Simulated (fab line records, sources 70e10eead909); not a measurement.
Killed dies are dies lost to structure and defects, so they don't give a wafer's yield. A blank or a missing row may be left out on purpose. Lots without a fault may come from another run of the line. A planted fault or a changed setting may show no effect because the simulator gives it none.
fab line records | flow nand_harc
record lots=5 wafers=13 last_day=34
route steps=1302 shown A_CHANNEL_HOLE_D2@608 A_CHANNEL_FILL_D2@610 END@1302
lots that met no fault: from a run of the same line without faults
start_h: hours from the record's first day to the start of the lot's first wafer shown | wait_h: hours since the lot's step before | " the same as in the row above | L1.1+2: a row that stands for several wafers | - no value, or no start given | * or withheld: withheld | < > ~ a bound
route shown NAME@n: a module of which the file shows steps, and the number in the route of the first | usual: mean/standard deviation of fault-free wafers | same: alike in all rows | chamber/n: place in a boat | sites: the reading at each site | _std_site: their standard deviation | _edge_site: outer sites' mean less inner sites' | radius_mm: how far each site lies from the wafer's centre | mask NAME#n: copy n | behind: the tool/chamber that last shaped the wafer | hold: why the lot was held/for how many hours/how that ended | device: the transistor (n, p or np) that didn't switch | end of line: the same wafers' tests at the end of the route | a step without rows: its recipe alone | killed: dies lost to structure and defects at the first sort, not the wafer's yield | map: a wafer's dies, x killed, . not, _ none there
set.NAME: the setting as run; set.NAME@STEP: as run at that earlier step | model.NAME: the simulator's own value behind a step, which no gauge read
lots at some steps of the route; a table a step, a row a wafer
services: from which hour (start_h, from the record's first day; less than 0 if before it) a tool's chamber was out of use, for how many hours, and why
## steps
# step NHARC_A_CHANNEL_HOLE_D2_XSEM_32
# recipe landing_energy_ev=35000
# usual bot_cd_nm=74.8/0.98 bow_nm=8.63/0.28 tilt_deg=0.08/0.041
# columns lot.wafer tool chamber start_h wait_h bot_cd_nm bow_nm tilt_deg
L302.1 xsem-02 0 311.93 0.1 72.8 9.02 0.08
L302.2 " 0 " " 72.3 9.10 0.08
L302.4 " 0 " " 73.1 9.00 0.08
L310.1 xsem-02 0 399.74 0.1 74.5 8.42 0.10
L310.3 " 0 " " 74.6 8.42 0.09
L310.5 " 0 " " 74.7 8.51 0.10
L316.6 xsem-02 0 459.24 0.1 74.3 8.36 0.10
L322.1 xsem-01 0 519.56 0.1 74.1 8.30 -0.01
L322.2 " 0 " " 75.5 8.34 -0.02
L322.6 " 0 " " 75.2 8.24 -0.01
L323.2 xsem-01 0 526.94 0.1 76.0 8.29 0.13
L323.3 " 0 " " 74.5 8.30 0.13
L323.6 " 0 " " 73.7 8.21 0.13
# step NHARC_A_CHANNEL_HOLE_D2_INSPECT_40
# usual raw_defect_count=278/76
# columns lot.wafer tool chamber start_h wait_h raw_defect_count
L302.1 defect_inspect-01 - 312.03 - 284
L302.2 " - " " 303
L302.4 " - " " 313
L310.1 defect_inspect-02 - 399.83 - 334
L310.3 " - " " 237
L310.5 " - " " 319
L316.6 defect_inspect-02 - 459.32 - 165
L322.1 defect_inspect-01 - 519.65 - 245
L322.2 " - " " 344
L322.6 " - " " 331
L323.2 defect_inspect-01 - 527.04 - 204
L323.3 " - " " 202
L323.6 " - " " 256
# step NHARC_A_CHANNEL_FILL_D2_PRECLEAN_00
# recipe time_s=* temp_c=50 bath_age_min=0 chemistry=SC1
# step NHARC_A_CHANNEL_FILL_D2_SRD_01
# step NHARC_A_CHANNEL_FILL_D2_ALD_02
# recipe target_thk_a=60 pulse_time_s=10 ald_cycles=60 temp_c=300 material=SiO2
# usual heater_power_w=485/49 precursor_pulse_height_rel=1.000/0.021
# columns lot.wafer tool chamber start_h wait_h heater_power_w precursor_pulse_height_rel since_wet_clean_h
L302.1 ald_hk-03 2 312.22 - 466 1.020 90
L302.4 " 3 " " 518 1.001 90
L302.2 " 0 " " 464 1.016 90
L310.3 ald_hk-04 3 400.17 - 498 1.018 136
L310.1 " 0 " " 493 1.014 136
L310.5 " 1 " " 414 1.001 -
L316.6 ald_hk-03 1 459.86 - 602 1.031 -
L322.1 ald_hk-03 1 519.85 - 573 0.992 120
L322.2 " 3 " " 533 0.983 120
L322.6 " 2 " " 461 1.003 -
L323.2 ald_hk-04 3 527.31 - 520 1.001 85
L323.3 " 0 " " 499 1.003 85
L323.6 " 3 " " 523 1.014 -
# step NHARC_A_CHANNEL_FILL_D2_ALD_03
# recipe target_thk_a=60 pulse_time_s=60 ald_cycles=58 temp_c=630 pressure_torr=2 material=SiNx
# usual precursor_pulse_height_rel=1.002/0.02
# columns lot.wafer tool chamber start_h wait_h precursor_pulse_height_rel
L302.1 ald_sin_batch-03 0 - - 1.024
L302.2 " 0 " " 1.001
L302.4 " 0 " " 1.007
L310.1 ald_sin_batch-02 0 - - 1.010
L310.3 " 0 " " 1.016
L310.5 " 0 " " 0.981
L316.6 ald_sin_batch-01 0 - - 0.981
L322.1 ald_sin_batch-02 0 - - 1.023
L322.2 " 0 " " 0.992
L322.6 " 0 " " 0.990
L323.2 ald_sin_batch-03 0 - - 0.992
L323.3 " 0 " " 0.976
L323.6 " 0 " " 1.007
# step NHARC_A_CHANNEL_FILL_D2_ALD_14
# recipe target_thk_a=25 pulse_time_s=10 ald_cycles=25 temp_c=300 material=SiO2
# step NHARC_A_CHANNEL_FILL_D2_ALD_15
# recipe target_thk_a=20 pulse_time_s=60 ald_cycles=19 temp_c=630 pressure_torr=2 material=SiNx
# usual precursor_pulse_height_rel=0.997/0.02
# columns lot.wafer tool chamber start_h wait_h precursor_pulse_height_rel
L302.1 ald_sin_batch-02 0 - - 0.988
L302.2 " 0 " " 1.010
L302.4 " 0 " " 0.978
L310.1 ald_sin_batch-01 0 - - 1.034
L310.3 " 0 " " 0.997
L310.5 " 0 " " 1.023
L316.6 ald_sin_batch-01 0 - - 1.002
L322.1 ald_sin_batch-02 0 - - 1.016
L322.2 " 0 " " 0.992
L322.6 " 0 " " 0.963
L323.2 ald_sin_batch-02 0 - - 0.967
L323.3 " 0 " " 0.994
L323.6 " 0 " " 0.968
# step NHARC_A_CHANNEL_FILL_D2_ALD_16
# recipe target_thk_a=15 pulse_time_s=10 ald_cycles=15 temp_c=300 material=SiO2
# step NHARC_A_CHANNEL_FILL_D2_ANNEAL_17
# recipe temp_c=850 time_s=1800
# step NHARC_A_CHANNEL_FILL_D2_CVD_18
# recipe target_thk_a=30 temp_c=550 material=poly-Si
# step NHARC_A_CHANNEL_FILL_D2_ETCHBACK_19
# recipe target_depth_a=50 time_s=1.7 hbr_flow_sccm=150 cl2_flow_sccm=50 rf_w=400 icp_w=400 bias_w=100 chemistry=HBr/Cl2
# step NHARC_A_CHANNEL_FILL_D2_ETCHBACK_20
# recipe target_depth_a=270 time_s=13.5 c4f8_flow_sccm=withheld o2_flow_sccm=8 ar_flow_sccm=withheld rf_w=600 bias_w=1500 chemistry=C4F8/O2/Ar
# usual oes_product_au=0.992/0.017 rf_vpp_V=981/5.1 run_length_s=34.8/0.38
# columns lot.wafer tool chamber start_h wait_h oes_product_au rf_hours_counter_h rf_vpp_V run_length_s
L302.1 rie_diel-11 0 336.35 - 1.001 1 976 35.1
L302.4 " 1 " " 0.997 2 982 34.6
L302.2 " 2 " " 1.001 2 985 35.1
L310.1 rie_diel-02 0 426.36 - 1.002 1 976 34.6
L310.3 " 1 " " 1.002 1 978 35.2
L310.5 " 1 " " 0.993 - 979 35.0
L316.6 rie_diel-02 1 483.47 - 0.993 - 979 36.5
L322.2 rie_diel-11 0 543.45 - 0.976 3 975 35.1
L322.1 " 2 " " 0.979 3 986 35.0
L322.6 " 1 " " 0.965 - 981 34.6
L323.2 rie_diel-11 0 551.35 - 0.993 3 976 35.3
L323.3 " 1 " " 1.003 3 981 34.4
L323.6 " 1 " " 1.005 - 981 34.6
# step NHARC_A_CHANNEL_FILL_D2_STRIP_28
# recipe time_s=20 o2_flow_sccm=500 ar_flow_sccm=0 bias_w=0 chemistry=O2
# usual drypump_motor_current_A=5.7/0.47 oes_product_au=1.000/0.0069 rf_vpp_V=58.0/0.91 showerhead_plenum_p_Torr=3.59/0.12 throttle_valve_pct=17.037/0.01
# columns lot.wafer tool chamber start_h wait_h drypump_motor_current_A oes_product_au rf_hours_counter_h rf_vpp_V showerhead_plenum_p_Torr throttle_valve_pct
L302.1 rie_diel-11 0 336.44 0.1 5.7 1.002 1 58.2 3.46 17.021
L302.2 " 2 " " 5.4 1.010 2 57.5 3.73 17.050
L302.4 " 3 " " 5.7 0.998 2 59.0 3.78 17.022
L310.3 rie_diel-02 0 426.45 0.1 5.4 0.991 1 58.1 3.48 17.025
L310.1 " 1 " " 4.9 1.001 1 59.1 3.54 17.042
L310.5 " 1 " " 4.9 0.994 - 58.0 3.54 17.044
L316.6 rie_diel-02 1 483.54 0.1 4.9 0.994 - 59.1 3.54 17.032
L322.1 rie_diel-11 3 543.55 0.1 5.7 0.992 3 58.9 3.78 17.034
L322.2 " 0 " " 5.7 1.007 3 56.0 3.46 17.027
L322.6 " 1 " " 6.3 1.000 - 60.7 3.59 17.044
L323.2 rie_diel-11 1 551.44 0.1 6.2 1.009 3 58.1 3.59 17.047
L323.3 " 3 " " 5.7 1.006 3 57.8 3.78 17.051
L323.6 " 1 " " 6.2 1.016 - 57.9 3.59 17.061
# step NHARC_END_SORT_01
# recipe temp_c=25
# usual killed_at_array=52/17 killed_at_other=0.8/1.1 killed_at_periphery=3.2/2.2 killed_dies=57/17 killed_open=3.4/1.8 killed_short=2.4/1.6
# same gross_dies=677
# columns lot.wafer tool chamber start_h wait_h killed_at_array killed_at_other killed_at_periphery killed_dies killed_open killed_short
L302.1 prober-01 0 575.71 2.5 28 0 4 32 4 2
L302.2 prober-01 0 576.50 2.8 21 0 3 24 2 0
L302.4 prober-01 0 578.10 3.4 21 0 4 25 3 2
L310.1 prober-02 0 655.69 2.5 28 1 4 33 2 4
L310.3 prober-02 0 657.28 3.1 19 5 4 28 3 0
L310.5 prober-02 0 658.87 3.7 29 3 0 32 4 2
L316.6 prober-02 0 714.13 4.0 40 0 3 43 2 2
L322.1 prober-01 0 792.81 2.5 74 2 0 76 2 3
L322.2 prober-01 0 793.61 2.8 64 1 4 69 4 1
L322.6 prober-01 0 796.81 4.0 60 1 5 66 5 3
L323.2 prober-02 0 804.13 2.8 44 0 6 50 1 3
L323.3 prober-02 0 804.92 3.1 43 0 3 46 3 5
L323.6 prober-02 0 807.29 3.9 54 0 3 57 6 8
# killed by level:class
L302.1 A_CHANNEL_HOLE_D2:chamber_film_flake=9 A_CONTACT:chamber_film_flake=4 A_BONDPAD:chamber_film_flake=3 A_ONON_D2:geometric_particle:short=2 P_STI:chamber_film_flake=2 P_M2:chamber_film_flake=2 A_CHANNEL_HOLE_D1:chamber_film_flake=2 A_DECK1_JOINT:chamber_film_flake=2
L302.2 A_STAIRCASE:chamber_film_flake=7 A_CHANNEL_HOLE_D2:chamber_film_flake=4 A_M0:chamber_film_flake=3 A_BONDPAD:chamber_film_flake=3 A_ONON_D2:geometric_particle:open=2 P_M2:chamber_film_flake=2 P_ZERO_WELL:chamber_film_flake=1 A_CHANNEL_HOLE_D1:chamber_film_flake=1
L302.4 A_CHANNEL_HOLE_D2:chamber_film_flake=11 P_M2:chamber_film_flake=3 A_CONTACT:chamber_film_flake=3 A_STAIRCASE:chamber_film_flake=2 P_M0:geometric_particle:open=1 A_ONON_D1:geometric_particle:short=1 A_CHANNEL_FILL_D1:geometric_particle:open=1 A_ONON_D2:geometric_particle:short=1
L310.1 A_CHANNEL_HOLE_D1:chamber_film_flake=6 A_CHANNEL_HOLE_D2:chamber_film_flake=4 A_STAIRCASE:chamber_film_flake=3 A_CONTACT:chamber_film_flake=3 P_GATE:chamber_film_flake=2 A_DECK1_JOINT:chamber_film_flake=2 P_M1:geometric_particle:open=1 A_ONON_D1:geometric_particle:short=1
L310.3 A_CONTACT:chamber_film_flake=6 A_CHANNEL_HOLE_D1:chamber_film_flake=5 THIN_TSV:chamber_film_flake=5 A_SLIT:chamber_film_flake=3 P_M2:geometric_particle:open=2 A_CHANNEL_HOLE_D2:unspecified=2 A_WL_FILL:geometric_particle:open=1 P_ZERO_WELL:chamber_film_flake=1
L310.5 A_CHANNEL_HOLE_D1:chamber_film_flake=6 A_CHANNEL_HOLE_D2:unspecified=4 A_CONTACT:chamber_film_flake=4 A_CHANNEL_HOLE_D2:chamber_film_flake=3 THIN_TSV:chamber_film_flake=3 A_STAIRCASE:chamber_film_flake=2 A_ONON_D1:geometric_particle:open=1 A_DECK1_JOINT:geometric_particle:open=1
L316.6 A_CHANNEL_HOLE_D1:chamber_film_flake=19 A_WL_FILL:chamber_film_flake=4 A_CONTACT:chamber_film_flake=4 A_STAIRCASE:chamber_film_flake=3 A_SLIT:chamber_film_flake=3 A_ONON_D1:geometric_particle:short=1 A_CHANNEL_FILL_D1:geometric_particle:open=1 A_WL_FILL:geometric_particle:short=1
L322.1 A_SLIT:chamber_film_flake=37 A_CHANNEL_HOLE_D2:chamber_film_flake=23 A_CONTACT:chamber_film_flake=5 A_DECK1_JOINT:chamber_film_flake=3 THIN_TSV:chamber_film_flake=2 A_CHANNEL_FILL_D2:geometric_particle:short=1 A_CHANNEL_FILL_D2:geometric_particle:open=1 A_SGD_CUT:geometric_particle:open=1
L322.2 A_SLIT:chamber_film_flake=28 A_CHANNEL_HOLE_D2:chamber_film_flake=26 A_CONTACT:chamber_film_flake=4 P_M0:geometric_particle:open=2 A_STAIRCASE:chamber_film_flake=2 P_CONTACT:geometric_particle:open=1 A_ONON_D2:geometric_particle:open=1 A_M0:geometric_particle:short=1
L322.6 A_CHANNEL_HOLE_D2:chamber_film_flake=26 A_SLIT:chamber_film_flake=25 A_CONTACT:chamber_film_flake=3 P_ZERO_WELL:chamber_film_flake=2 A_DECK1_JOINT:chamber_film_flake=2 P_GATE:geometric_particle:short=1 P_GATE:geometric_particle:open=1 P_M0:geometric_particle:open=1
L323.2 A_CHANNEL_HOLE_D2:chamber_film_flake=21 A_SLIT:chamber_film_flake=10 A_CONTACT:chamber_film_flake=7 A_WL_FILL:geometric_particle:short=2 P_GATE:chamber_film_flake=2 P_M2:chamber_film_flake=2 A_ONON_D1:geometric_particle:short=1 A_M0:geometric_particle:open=1
L323.3 A_CHANNEL_HOLE_D2:chamber_film_flake=16 A_SLIT:chamber_film_flake=12 A_CONTACT:chamber_film_flake=7 A_ONON_D1:geometric_particle:short=2 P_M1:geometric_particle:open=1 A_ONON_D2:geometric_particle:short=1 A_CHANNEL_HOLE_D2:geometric_particle:open=1 A_CHANNEL_FILL_D2:geometric_particle:short=1
L323.6 A_CHANNEL_HOLE_D2:chamber_film_flake=29 A_SLIT:chamber_film_flake=6 A_ONON_D2:geometric_particle:short=4 A_ONON_D2:geometric_particle:open=2 A_CHANNEL_FILL_D2:geometric_particle:short=2 A_STAIRCASE:chamber_film_flake=2 A_CONTACT:chamber_film_flake=2 P_M0:geometric_particle:open=1
## services
# columns tool chamber start_h hours kind
rie_diel-11 0 289.00 - clean
rie_diel-11 1 289.00 - clean
rie_diel-11 2 289.00 - clean
rie_diel-11 3 289.00 - clean
rie_diel-11 1 291.24 4.1 repair
ald_hk-03 - 308.04 0.8 repair
rie_diel-11 0 313.50 - clean
rie_diel-11 1 313.50 - clean
rie_diel-11 2 313.50 - clean
rie_diel-11 3 363.26 5.5 repair
xsem-01 - 374.00 14.0 pm
ald_hk-03 - 390.00 10.0 pm
rie_diel-02 - 393.80 9.0 pm
xsem-02 - 400.10 2.3 repair
rie_diel-11 - 432.50 9.0 pm
ald_hk-04 - 432.74 10.0 pm
ald_hk-03 - 451.16 1.5 repair
rie_diel-02 2 459.28 7.3 repair
rie_diel-11 3 460.67 8.9 repair
rie_diel-02 3 464.69 1.6 repair
ald_hk-04 - 468.95 1.0 repair
rie_diel-02 2 473.24 2.3 repair
ald_sin_batch-01 - 507.85 26.0 pm
rie_diel-02 1 510.39 3.3 repair
## key
first_sign step=NHARC_A_CHANNEL_FILL_D2_ETCHBACK_20 reading=run_length_s direction=up sigmas=4.6 usual=* struck=*
effect none on later readings
met_at NHARC_A_CHANNEL_FILL_D2_ETCHBACK_20
struck_wafers L316.6
tester_left_out L316
onset_between 426.36 483.47
fault kind=process_parameter_drift tool=rie_diel-02 chamber=- onset_h=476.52 steps=NHARC_A_CHANNEL_FILL_D2_ETCHBACK_20 channel=time_s offset=* shape=step end_h=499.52 acts_in=* stated=*
# tester_left_out: of these lots the tester's yield and bins aren't shown, on N5 and GAA mostly nor the transistor test; their killed dies are dies lost to structure and defects alone, not to doping, threshold or leakage, so they don't give the yield
